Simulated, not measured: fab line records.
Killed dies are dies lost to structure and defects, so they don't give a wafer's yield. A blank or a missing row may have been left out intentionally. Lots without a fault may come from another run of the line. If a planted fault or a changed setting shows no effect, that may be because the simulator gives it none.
fab line records	flow n5-finfet
[record] lots = 7	wafers = 39
route steps=1938 shown BEOL_M8@1377 BEOL_M11@1552 BEOL_M13@1673 MIM_BOT@1833
start-h: the number of hours between the record's first day and the start of the first shown wafer of the lot	wait-h: hours from the lot's prior step to this one	" as in the row above	L1.1+2: a row that stands for several wafers	- no value present, or no start provided	* or withheld: withheld	< > ~ a bound
route shown NAME@n: a module of which the file shows steps, and the number in the route of the first	usual: mean/standard deviation taken from wafers without a fault	same: alike in all rows	chamber/n: place in a boat	sites: per-site readings	_std_site: the values' standard deviation	_edge_site: inner sites' mean taken away from outer sites' mean	radius-mm: for every site, how far away it sits from the centre of the wafer	mask NAME#n: copy n	behind: the most recent tool/chamber to have shaped the wafer	hold: why the lot was held/for how many hours/how that ended	device: the transistor (n, p or np) that didn't switch	end of line: the tests these same wafers got at the end of their route	for a step that has no rows: nothing shown but its recipe	killed: not the wafer's yield, but the dies lost to structure and defects at the first sort	map: the dies of a wafer, with x for killed, . for not killed, _ for no die there
set.NAME: the setting that was run; set.NAME@STEP: the one run at that earlier step	model.NAME: the simulator's own value behind a step, which no gauge read
one table per step and one row per wafer, for lots whose settings were changed on purpose
[[steps]]
[step N5_BEOL_M8_TRENCH_ETCH_37]
[recipe] chemistry = C4F6/O2	target-depth-a = 934.78	target = SiCOH_lowk	time-s = 31.2	ion-energy-ev = 250	pressure-mtorr = 30	source-w = 345	bias-w = 185	Ar_flow_sccm = 300	C4F6_flow_sccm = 10	O2_flow_sccm = 10
lot.wafer	tool	chamber	start-h	wait-h	set.time-s	model.etch.depth-nm	model.BEOL_M8.feature-depth-nm	model.TiN_of_BEOL_M8_HM_DEP_02.thk-nm
L074.1	rie-diel-01	1	-	-	48.66	149.7	149.8	15.6
L074.2	"	2	"	"	48.66	144.8	144.8	15.2
L074.3	"	1	"	"	31.2	96.43	96.4	17
L074.4	"	2	"	"	31.2	92.56	92.6	17.2
L074.5	"	2	"	"	48.66	144.6	144.6	15.6
L074.6	"	1	"	"	31.2	95.03	95	16.6
L079.1	rie-diel-02	1	-	-	17.35	51.2	51.2	19
L079.2	"	0	"	"	31.2	93.51	93.6	17.8
L079.3	"	2	"	"	17.35	51.2	51.2	19.4
L079.4	"	1	"	"	31.2	92.01	92	17.8
L079.5	"	2	"	"	31.2	92.71	92.8	17.6
L079.6	"	0	"	"	17.35	51.99	52	19
L078.1	rie-diel-02	0	-	-	31.2	92.78	92.8	17.4
L078.2	"	2	"	"	31.2	92	92	17.4
L078.3	"	1	"	"	31.2	91.26	91.2	17
L078.4	"	1	"	"	14.66	43.09	43	18.6
L078.5	"	2	"	"	14.66	43.18	43.2	18.4
L078.6	"	0	"	"	14.66	43.73	43.8	18.8
L082.1	rie-diel-01	2	-	-	31.2	93.79	93.8	17.8
L082.2	"	1	"	"	21.21	65.24	65.2	18.8
L082.3	"	0	"	"	21.21	64.78	64.8	18.4
L082.4	"	3	"	"	31.2	94.18	94.2	18
L082.5	"	0	"	"	21.21	65.09	65	18.6
L082.6	"	3	"	"	31.2	94.72	94.8	17.6
L081.2	rie-diel-05	2	-	-	31.2	92.89	92.8	17.4
L081.3	"	3	"	"	31.2	91.05	91	17.4
L081.6	"	3	"	"	31.2	90.78	90.8	17.8
L085.1	rie-diel-01	3	-	-	31.2	92.52	92.6	17
L085.2	"	0	"	"	47.8	147.7	147.8	15.4
L085.3	"	1	"	"	47.8	145.6	145.6	15.8
L085.4	"	2	"	"	31.2	93.05	93	16.8
L085.5	"	0	"	"	31.2	96.12	96.2	16.8
L085.6	"	3	"	"	47.8	142.6	142.6	16
L087.1	rie-diel-01	1	-	-	31.2	96.19	96.2	17
L087.2	"	3	"	"	18.77	56.38	56.4	18.2
L087.3	"	0	"	"	18.77	58.39	58.4	18.2
L087.4	"	2	"	"	31.2	93.31	93.4	17
L087.5	"	3	"	"	31.2	93.37	93.4	16.8
L087.6	"	2	"	"	18.77	56.66	56.6	18.2
[step N5_BEOL_M8_ETCH_41]
[recipe] chemistry = CH3F/O2	target = SiCN	target-depth-a = 319	taper-deg = 2	time-s = 57.8	ion-energy-ev = 120	mask-material = TiN	pressure-mtorr = 30	source-w = 395	bias-w = 75	Ar_flow_sccm = 150	CH3F_flow_sccm = 30	O2_flow_sccm = 20
[step N5_BEOL_M8_STRIP_80]
[recipe] chemistry = N2/H2	time-s = 10	power-w = 450	temp-c = 40	pressure-mtorr = 20	rf-frequency-hz = 6e+07	bias-power-w = 7	n2-flow-sccm = 200	h2-flow-sccm = 200
[step N5_BEOL_M8_OCD_MEAS_38]
[usual] trench-depth-nm = 92.8/2
lot.wafer	tool	chamber	start-h	wait-h	set.time-s@BEOL_M8_TRENCH_ETCH_37	trench-depth-nm
L074.1	ocd-01	-	212.89	-	48.66	150.3
L074.2	"	-	"	"	48.66	144.7
L074.3	"	-	"	"	31.2	96.6
L074.4	"	-	"	"	31.2	92.2
L074.5	"	-	"	"	48.66	144.8
L074.6	"	-	"	"	31.2	95.2
L079.1	ocd-01	-	251.96	-	17.35	51.4
L079.2	"	-	"	"	31.2	93.5
L079.3	"	-	"	"	17.35	51.4
L079.4	"	-	"	"	31.2	91.4
L079.5	"	-	"	"	31.2	92.9
L079.6	"	-	"	"	17.35	51.6
L078.1	ocd-01	-	252.36	-	31.2	92.9
L078.2	"	-	"	"	31.2	92.1
L078.3	"	-	"	"	31.2	91.2
L078.4	"	-	"	"	14.66	43.2
L078.5	"	-	"	"	14.66	43.5
L078.6	"	-	"	"	14.66	43.6
L082.1	ocd-01	-	263.25	-	31.2	93.2
L082.2	"	-	"	"	21.21	65.3
L082.3	"	-	"	"	21.21	64.7
L082.4	"	-	"	"	31.2	94.4
L082.5	"	-	"	"	21.21	65.6
L082.6	"	-	"	"	31.2	94.9
L081.2	ocd-02	-	263.59	-	31.2	92.4
L081.3	"	-	"	"	31.2	91.3
L081.6	"	-	"	"	31.2	90.8
L085.1	ocd-01	-	285.09	-	31.2	92.2
L085.2	"	-	"	"	47.8	147.3
L085.3	"	-	"	"	47.8	145.5
L085.4	"	-	"	"	31.2	92.7
L085.5	"	-	"	"	31.2	96.1
L085.6	"	-	"	"	47.8	142.5
L087.1	ocd-01	-	289.85	-	31.2	96.2
L087.2	"	-	"	"	18.77	56.7
L087.3	"	-	"	"	18.77	58.1
L087.4	"	-	"	"	31.2	93.0
L087.5	"	-	"	"	31.2	93.4
L087.6	"	-	"	"	18.77	56.7
[step N5_BEOL_M8_HM_STRIP_39]
[recipe] chemistry = peroxide-tin-strip	material = TiN	target-depth-a = 250	temp-c = 50	time-s = 158
[step N5_BEOL_M8_SRD_40]
[recipe] time-s = 30	temp-c = 23	rinse-liquid = diw	dry = ipa-marangoni
[step N5_BEOL_M8_ECD_50]
[recipe] material = Cu	target-thk-a = 3000
[step N5_BEOL_M8_ANNEAL_51]
[recipe] temp-c = 225	time-s = 90	ambient = N2
[step N5_BEOL_M8_CMP_52]
[recipe] stop-on = SiCOH_lowk	t-overpolish-s = 6.9	down-force-psi = 1	platen-rpm = 50	clearing-platen-down-force-psi = 1.5	clearing-platen-rpm = 50	post-cmp-clean = cu-alkaline	target-thk-nm = 80	clearing-platen-pad-velocity-m-s = 0.99484	pad-velocity-m-s = 0.99484
lot.wafer	tool	chamber	start-h	wait-h	set.time-s@BEOL_M8_TRENCH_ETCH_37	model.Cu_of_BEOL_M8_ECD_50.thk-nm
L074.1	cmp-03	0	216.08	0.3	48.66	136
L074.2	"	1	"	"	48.66	131.6
L074.4	"	2	"	"	31.2	78
L074.3	"	3	"	"	31.2	83.2
L074.6	"	0	"	"	31.2	81
L074.5	"	1	"	"	48.66	132.4
L079.4	cmp-04	3	254.09	0.1	31.2	78
L079.3	"	0	"	"	17.35	39.4
L079.1	"	1	"	"	17.35	39.8
L079.2	"	2	"	"	31.2	81.2
L079.5	"	3	"	"	31.2	79.4
L079.6	"	0	"	"	17.35	40.6
L078.4	cmp-04	3	254.77	0.3	14.66	27.6
L078.3	"	0	"	"	31.2	78
L078.1	"	1	"	"	31.2	81.2
L078.2	"	2	"	"	31.2	78.6
L078.6	"	3	"	"	14.66	28.8
L078.5	"	0	"	"	14.66	31
L082.3	cmp-03	0	267.26	0.2	21.21	51
L082.1	"	1	"	"	31.2	80.4
L082.2	"	2	"	"	21.21	50
L082.4	"	3	"	"	31.2	81.4
L082.6	"	0	"	"	31.2	81.2
L082.5	"	1	"	"	21.21	52.2
L081.3	cmp-04	2	267.53	0.2	31.2	75.4
L081.2	"	1	"	"	31.2	78.2
L081.6	"	3	"	"	31.2	74.8
L085.1	cmp-01	0	288.67	0.5	31.2	79.8
L085.2	"	1	"	"	47.8	133.2
L085.4	"	2	"	"	31.2	78
L085.3	"	3	"	"	47.8	132.6
L085.6	"	0	"	"	47.8	131.4
L085.5	"	1	"	"	31.2	82.2
L087.1	cmp-04	0	293.58	0.5	31.2	83
L087.2+3+6	"	1,3,1	"	"	18.77	43.2
L087.4	"	2	"	"	31.2	78.6
L087.5	"	0	"	"	31.2	79.6
[step N5_BEOL_M8_THK_MEAS_53]
[recipe] thk-meas-gauge = xrf	reads = Cu_of_BEOL_M8_ECD_50
[usual] M8_THK = 78.8/2.4
lot.wafer	tool	chamber	start-h	wait-h	set.time-s@BEOL_M8_TRENCH_ETCH_37	M8_THK[nm]
L074.1	film-metro-01	-	216.38	-	48.66	136.0
L074.2	"	-	"	"	48.66	131.8
L074.3	"	-	"	"	31.2	83.5
L074.4	"	-	"	"	31.2	78.2
L074.5	"	-	"	"	48.66	132.9
L074.6	"	-	"	"	31.2	80.9
L079.1	film-metro-02	-	254.38	-	17.35	39.7
L079.2	"	-	"	"	31.2	80.5
L079.3	"	-	"	"	17.35	39.0
L079.4	"	-	"	"	31.2	77.6
L079.5	"	-	"	"	31.2	78.9
L079.6	"	-	"	"	17.35	40.4
L078.1	film-metro-02	-	255.06	-	31.2	81.9
L078.2	"	-	"	"	31.2	79.1
L078.3	"	-	"	"	31.2	78.3
L078.4	"	-	"	"	14.66	27.7
L078.5	"	-	"	"	14.66	31.3
L078.6	"	-	"	"	14.66	29.0
L082.1	film-metro-02	-	267.55	-	31.2	80.2
L082.2	"	-	"	"	21.21	50.0
L082.3	"	-	"	"	21.21	50.9
L082.4	"	-	"	"	31.2	80.9
L082.5	"	-	"	"	21.21	52.2
L082.6	"	-	"	"	31.2	81.1
L081.2	film-metro-02	-	267.82	-	31.2	78.8
L081.3	"	-	"	"	31.2	76.1
L081.6	"	-	"	"	31.2	75.2
L085.1	film-metro-01	-	288.96	-	31.2	80.2
L085.2	"	-	"	"	47.8	134.0
L085.3	"	-	"	"	47.8	133.0
L085.4	"	-	"	"	31.2	78.4
L085.5	"	-	"	"	31.2	82.7
L085.6	"	-	"	"	47.8	132.6
L087.1	film-metro-02	-	293.87	-	31.2	82.8
L087.2	"	-	"	"	18.77	43.0
L087.3	"	-	"	"	18.77	43.2
L087.4	"	-	"	"	31.2	78.5
L087.5	"	-	"	"	31.2	79.5
L087.6	"	-	"	"	18.77	43.0
[step N5_BEOL_M8_PRE_CLEAN_55]
[recipe] gas = NH3	time-s = 15	temp-c = withheld	rf-power-w = 300
[step N5_BEOL_M8_DEP_56]
[recipe] material = SiCN	target-thk-a = 100	temp-c = withheld	precursor = 3MS/NH3	pressure-torr = 3	rf-w = 202	time-s = 17.5
[step N5_BEOL_M8_RS_MEAS_57]
[recipe] thk-meas-gauge = four-point-probe	reads = Cu_of_BEOL_M8_ECD_50+Co_of_BEOL_M8_CVD_78+TaN_of_BEOL_M8_ALD_77
[usual] M8_RS = 0.291/0.011
lot.wafer	tool	chamber	start-h	wait-h	set.time-s@BEOL_M8_TRENCH_ETCH_37	M8_RS[ohm/sq]
L074.1	film-metro-01	-	216.51	0.1	48.66	0.156
L074.2	"	-	"	"	48.66	0.162
L074.3	"	-	"	"	31.2	0.273
L074.4	"	-	"	"	31.2	0.295
L074.5	"	-	"	"	48.66	0.161
L074.6	"	-	"	"	31.2	0.282
L079.1	film-metro-01	-	254.51	0.1	17.35	0.675
L079.2	"	-	"	"	31.2	0.282
L079.3	"	-	"	"	17.35	0.689
L079.4	"	-	"	"	31.2	0.295
L079.5	"	-	"	"	31.2	0.290
L079.6	"	-	"	"	17.35	0.660
L078.1	film-metro-01	-	255.19	0.1	31.2	0.282
L078.2	"	-	"	"	31.2	0.292
L078.3	"	-	"	"	31.2	0.295
L078.4	"	-	"	"	14.66	1.099
L078.5	"	-	"	"	14.66	0.941
L078.6	"	-	"	"	14.66	1.039
L082.1	film-metro-02	-	267.68	0.1	31.2	0.284
L082.2	"	-	"	"	21.21	0.505
L082.3	"	-	"	"	21.21	0.493
L082.4	"	-	"	"	31.2	0.280
L082.5	"	-	"	"	21.21	0.479
L082.6	"	-	"	"	31.2	0.281
L081.2	film-metro-01	-	267.95	0.1	31.2	0.294
L081.3	"	-	"	"	31.2	0.307
L081.6	"	-	"	"	31.2	0.309
L085.1	film-metro-01	-	289.09	0.1	31.2	0.287
L085.2	"	-	"	"	47.8	0.160
L085.3	"	-	"	"	47.8	0.161
L085.4	"	-	"	"	31.2	0.295
L085.5	"	-	"	"	31.2	0.279
L085.6	"	-	"	"	47.8	0.163
L087.1	film-metro-02	-	294.00	0.1	31.2	0.274
L087.2	"	-	"	"	18.77	0.608
L087.3	"	-	"	"	18.77	0.607
L087.4	"	-	"	"	31.2	0.292
L087.5	"	-	"	"	31.2	0.287
L087.6	"	-	"	"	18.77	0.608
[step N5_BEOL_M11_DESCUM_16]
[recipe] chemistry = O2	time-s = 7.9	source-power-w = 50	bias-power-w = 20	pressure-mtorr = 20	rf-frequency-hz = 2.712e+07	temp-c = 40	resist = CAR-ArF	o2-flow-sccm = 225
lot.wafer	tool	chamber	start-h	wait-h	set.time-s	model.CAR-ArF_of_BEOL_M11_COAT_05.thk-nm
L074.1	rie-diel-06	3	233.57	0.0	4.126	85.6
L074.2+6	"	2	"	"	7.9	83.6
L074.3+5	"	1	"	"	4.126	85.8
L074.4	"	0	"	"	7.9	83.8
L079.1+6	rie-diel-04	2,3	270.50	0.0	7.9	83.6
L079.2	"	1	"	"	4.795	85.4
L079.3+5	"	0,2	"	"	4.795	85.6
L079.4	"	3	"	"	7.9	83.8
L078.1	rie-diel-06	1	270.78	0.2	7.9	83.6
L078.2	"	2	"	"	9.623	82.2
L078.3	"	3	"	"	9.623	82.6
L078.4	"	1	"	"	7.9	84
L078.5	"	2	"	"	7.9	83.4
L078.6	"	3	"	"	9.623	82.4
L081.2+3+6	rie-diel-03	3,2,0	285.94	0.0	7.9	83.4
L082.1+4	rie-diel-06	1,3	286.14	0.1	10.36	82.2
L082.2+5	"	3,1	"	"	7.9	83.6
L082.3	"	0	"	"	10.36	82.4
L082.6	"	0	"	"	7.9	83.8
L085.1	rie-diel-03	3	304.09	0.1	5.222	84.8
L085.2+4	"	1,0	"	"	5.222	85.2
L085.3+5	"	0,1	"	"	7.9	83.6
L085.6	"	3	"	"	7.9	83.4
L087.1	rie-diel-04	1	312.33	0.0	7.9	83.8
L087.2+4	"	3,0	"	"	7.9	84
L087.3+6	"	2,0	"	"	3.441	86.4
L087.5	"	3	"	"	3.441	86.8
[step N5_BEOL_M13_ETCH_59]
[recipe] chemistry = N2/H2	target = BARC	target-depth-a = 890	overetch-a = 267	time-s = 67.9	ion-energy-ev = 200	pressure-mtorr = 30	source-w = 840	bias-w = 150	n2-flow-sccm = 200	h2-flow-sccm = 200
lot.wafer	tool	chamber	start-h	wait-h	set.time-s	model.coat_of_BEOL_M13_COAT_04.thk-nm
L074.1	rie-diel-06	0	245.96	0.0	95	300.2
L074.2	"	1	"	"	67.9	317.6
L074.3	"	2	"	"	95	293.4
L074.4	"	3	"	"	95	294.2
L074.5	"	0	"	"	67.9	322.2
L074.6	"	3	"	"	67.9	320.4
L078.1	rie-diel-06	0	284.02	0.0	67.9	319.2
L078.2	"	1	"	"	67.9	316.2
L078.3	"	3	"	"	67.9	315.8
L078.4	"	1	"	"	67.9	318.4
L078.5	"	0	"	"	67.9	321
L078.6	"	3	"	"	67.9	317.4
L079.1	rie-diel-06	3	284.68	0.0	67.9	315
L079.2	"	1	"	"	102.6	283.2
L079.3	"	0	"	"	102.6	290
L079.4	"	0	"	"	67.9	318.8
L079.5	"	3	"	"	67.9	315.8
L079.6	"	1	"	"	102.6	282.6
L082.1	rie-diel-03	0	301.04	0.0	67.9	322.4
L082.2	"	1	"	"	67.9	321.2
L082.3	"	3	"	"	67.9	317.4
L082.4	"	3	"	"	67.9	317
L082.5	"	0	"	"	67.9	323
L082.6	"	1	"	"	67.9	320.4
L081.2	rie-diel-03	1	301.99	0.0	67.9	319.4
L081.3	"	3	"	"	67.9	315.8
L081.6	"	0	"	"	67.9	321.4
L085.1	rie-diel-06	1	314.24	0.0	67.9	319.6
L085.2	"	0	"	"	52.55	335.8
L085.3	"	3	"	"	67.9	318.2
L085.4	"	2	"	"	52.55	332.4
L085.5	"	1	"	"	52.55	332.6
L085.6	"	2	"	"	67.9	315
L087.1	rie-diel-03	1	322.56	0.0	67.9	320.2
L087.2	"	3	"	"	67.9	315
L087.3	"	1	"	"	67.9	320.8
L087.4	"	3	"	"	67.9	314.8
L087.5	"	1	"	"	67.9	320
L087.6	"	3	"	"	67.9	314.2
[step N5_BEOL_M13_VIA_ETCH_16]
[recipe] chemistry = C4F8/O2/Ar	target = SiOC	pressure-mtorr = 30	source-w = 3000	bias-w = 700	Ar_flow_sccm = 400	C4F8_flow_sccm = 15	O2_flow_sccm = 8	he-inner-torr = 15	he-outer-torr = 30	target-depth-a = 9217	time-s = withheld	ion-energy-ev = 250	ends = cleared
lot.wafer	tool	chamber	start-h	wait-h	set.time-s@BEOL_M13_ETCH_59	model.coat_of_BEOL_M13_COAT_04.thk-nm
L074.1	rie-diel-06	0	246.01	0.0	*	53.8
L074.2	"	1	"	"	*	74.6
L074.3	"	2	"	"	*	53.6
L074.4	"	3	"	"	*	44.8
L074.5	"	0	"	"	*	73.2
L074.6	"	3	"	"	*	71.6
L078.1	rie-diel-06	0	284.07	0.0	*	73.8
L078.2	"	1	"	"	*	73
L078.3	"	3	"	"	*	68.6
L078.4	"	1	"	"	*	71.8
L078.5	"	0	"	"	*	70.6
L078.6	"	3	"	"	*	65.4
L079.1	rie-diel-06	3	284.73	0.0	*	67.6
L079.2	"	1	"	"	*	40.2
L079.3	"	0	"	"	*	50
L079.4	"	0	"	"	*	71.2
L079.5	"	3	"	"	*	74.2
L079.6	"	1	"	"	*	33.4
L082.1	rie-diel-03	0	301.09	0.0	*	77
L082.2	"	1	"	"	*	74.4
L082.3	"	3	"	"	*	76.6
L082.4	"	3	"	"	*	72
L082.5	"	0	"	"	*	72.4
L082.6	"	1	"	"	*	71
L081.2	rie-diel-03	1	302.04	0.0	*	66.2
L081.3	"	3	"	"	*	62.4
L081.6	"	0	"	"	*	66.4
L085.1	rie-diel-06	1	314.29	0.0	*	70.4
L085.2	"	0	"	"	*	92.8
L085.3	"	3	"	"	*	73.4
L085.4	"	2	"	"	*	78.2
L085.5	"	1	"	"	*	83
L085.6	"	2	"	"	*	66.4
L087.1	rie-diel-03	1	322.64	0.1	*	76.4
L087.2	"	3	"	"	*	74
L087.3	"	1	"	"	*	76.6
L087.4	"	3	"	"	*	65.8
L087.5	"	1	"	"	*	73.4
L087.6	"	3	"	"	*	64.8
[step N5_BEOL_M13_STRIP_63]
[recipe] chemistry = N2/H2	power-w = 1000	temp-c = 250	h2-frac = 0.65	overash-fraction = 0.3	pressure-mtorr = 1000	n2-flow-sccm = 1750	h2-flow-sccm = 3250
[usual] strip-time-to-endpoint-s = 27.7/1.4
lot.wafer	tool	chamber	start-h	wait-h	set.time-s@BEOL_M13_ETCH_59	strip-time-to-endpoint-s
L074.1	plasma-asher-02	0	246.26	-	95	22.8
L074.2	"	1	"	"	67.9	29.0
L074.3	"	1	"	"	95	22.8
L074.4	"	0	"	"	95	19.9
L074.5	"	1	"	"	67.9	28.6
L074.6	"	0	"	"	67.9	28.1
L078.1	plasma-asher-02	0	284.30	-	67.9	28.8
L078.2	"	1	"	"	67.9	28.6
L078.3	"	0	"	"	67.9	27.3
L078.4	"	1	"	"	67.9	28.2
L078.5	"	1	"	"	67.9	27.9
L078.6	"	0	"	"	67.9	26.3
L079.1	plasma-asher-02	0	284.96	-	67.9	27.0
L079.2	"	1	"	"	102.6	18.5
L079.3	"	0	"	"	102.6	21.6
L079.4	"	1	"	"	67.9	28.0
L079.5	"	1	"	"	67.9	28.9
L079.6	"	0	"	"	102.6	16.2
L082.1	plasma-asher-01	1	301.32	-	67.9	29.7
L082.2	"	0	"	"	67.9	29.0
L082.3	"	0	"	"	67.9	29.6
L082.4	"	1	"	"	67.9	28.2
L082.5	"	1	"	"	67.9	28.4
L082.6	"	0	"	"	67.9	28.0
L081.2	plasma-asher-01	1	302.27	-	67.9	26.5
L081.3	"	0	"	"	67.9	25.4
L081.6	"	0	"	"	67.9	26.6
L085.1	plasma-asher-01	1	314.53	-	67.9	27.8
L085.2	"	0	"	"	52.55	34.2
L085.3	"	0	"	"	67.9	28.7
L085.4	"	1	"	"	52.55	30.1
L085.5	"	0	"	"	52.55	31.4
L085.6	"	1	"	"	67.9	26.6
L087.1	plasma-asher-02	0	322.98	-	67.9	29.5
L087.2	"	1	"	"	67.9	28.8
L087.3	"	1	"	"	67.9	29.6
L087.4	"	0	"	"	67.9	26.4
L087.5	"	0	"	"	67.9	28.7
L087.6	"	1	"	"	67.9	26.1
[step N5_MIM_BOT_SPUTTER_00]
[recipe] material = TiN	target-thk-a = 350	temp-c = 200	power-w = 3000	chamber-pressure-pa = 0.49996	gas = Ar	reactive-partial-pa = 0.37997	time-s = 89.7
lot.wafer	tool	chamber	start-h	wait-h	set.target-thk-a	model.TiN_of_MIM_BOT_SPUTTER_00.thk-nm
L074.1	pvd-sputter-01	-	266.35	0.0	350	34
L074.2	"	-	"	"	350	34.6
L074.3+5+6	"	-	"	"	350	35.8
L074.4	"	-	"	"	350	35.4
L078.1+6	pvd-sputter-03	-	304.36	0.0	207.9	20.8
L078.2	"	-	"	"	350	35
L078.3	"	-	"	"	350	35.2
L078.4	"	-	"	"	350	35.4
L078.5	"	-	"	"	207.9	21.2
L079.1	pvd-sputter-03	-	310.98	0.0	543.7	54.6
L079.2	"	-	"	"	543.7	54.8
L079.3	"	-	"	"	350	35
L079.4	"	-	"	"	350	35.4
L079.5	"	-	"	"	543.7	54.4
L079.6	"	-	"	"	350	35.6
L082.1+5+6	pvd-sputter-03	-	325.73	0.0	350	34.8
L082.2	"	-	"	"	350	34.4
L082.3	"	-	"	"	350	35
L082.4	"	-	"	"	350	34.6
L081.2	pvd-sputter-02	-	327.28	0.0	350	35.6
L081.3	"	-	"	"	350	34.8
L081.6	"	-	"	"	350	35
L085.1	pvd-sputter-03	-	337.47	0.0	431.2	43.2
L085.2	"	-	"	"	350	35.6
L085.3+5	"	-	"	"	350	35.2
L085.4	"	-	"	"	431.2	43
L085.6	"	-	"	"	431.2	43.6
L087.1	pvd-sputter-01	-	341.07	0.0	350	33.8
L087.2	"	-	"	"	350	34.8
L087.3+4+6	"	-	"	"	350	35.2
L087.5	"	-	"	"	350	34.6
[[key]]
[split] step = N5_BEOL_M8_TRENCH_ETCH_37	setting = time-s	stated = 31.2	by = wafer
[response] step = N5_BEOL_M8_TRENCH_ETCH_37	reading = model.etch.depth-nm	change = +0.933	per = 1%	r = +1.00
[response] step = N5_BEOL_M8_TRENCH_ETCH_37	reading = model.BEOL_M8.feature-depth-nm	change = +0.933	per = 1%	r = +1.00
[response] step = N5_BEOL_M8_TRENCH_ETCH_37	reading = model.TiN_of_BEOL_M8_HM_DEP_02.thk-nm	change = -0.0263	per = 1%	r = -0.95
[response] step = N5_BEOL_M8_OCD_MEAS_38	reading = trench-depth-nm	change = +0.932	per = 1%	r = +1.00
[response] step = N5_BEOL_M8_CMP_52	reading = model.Cu_of_BEOL_M8_ECD_50.thk-nm	change = +0.942	per = 1%	r = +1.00
[response] step = N5_BEOL_M8_THK_MEAS_53	reading = M8_THK	change = +0.944	per = 1%	r = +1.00
[response] step = N5_BEOL_M8_RS_MEAS_57	reading = M8_RS	shape = bent	at-lowest = 1.026	at-stated = 0.288	at-highest = 0.160
[split] step = N5_BEOL_M11_DESCUM_16	setting = time-s	stated = 7.9	by = wafer
[response] step = N5_BEOL_M11_DESCUM_16	reading = model.CAR-ArF_of_BEOL_M11_COAT_05.thk-nm	change = -0.046	per = 1%	r = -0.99
[split] step = N5_BEOL_M13_ETCH_59	setting = time-s	stated = 67.9	by = wafer
[response] step = N5_BEOL_M13_ETCH_59	reading = model.coat_of_BEOL_M13_COAT_04.thk-nm	change = -0.62	per = 1%	r = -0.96
[response] step = N5_BEOL_M13_VIA_ETCH_16	reading = model.coat_of_BEOL_M13_COAT_04.thk-nm	change = -0.583	per = 1%	r = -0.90
[response] step = N5_BEOL_M13_STRIP_63	reading = strip-time-to-endpoint-s	change = *	per = 1%	r = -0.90
[split] step = N5_MIM_BOT_SPUTTER_00	setting = target-thk-a	stated = 350	by = wafer
[response] step = N5_MIM_BOT_SPUTTER_00	reading = model.TiN_of_MIM_BOT_SPUTTER_00.thk-nm	change = +0.349	per = 1%	r = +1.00
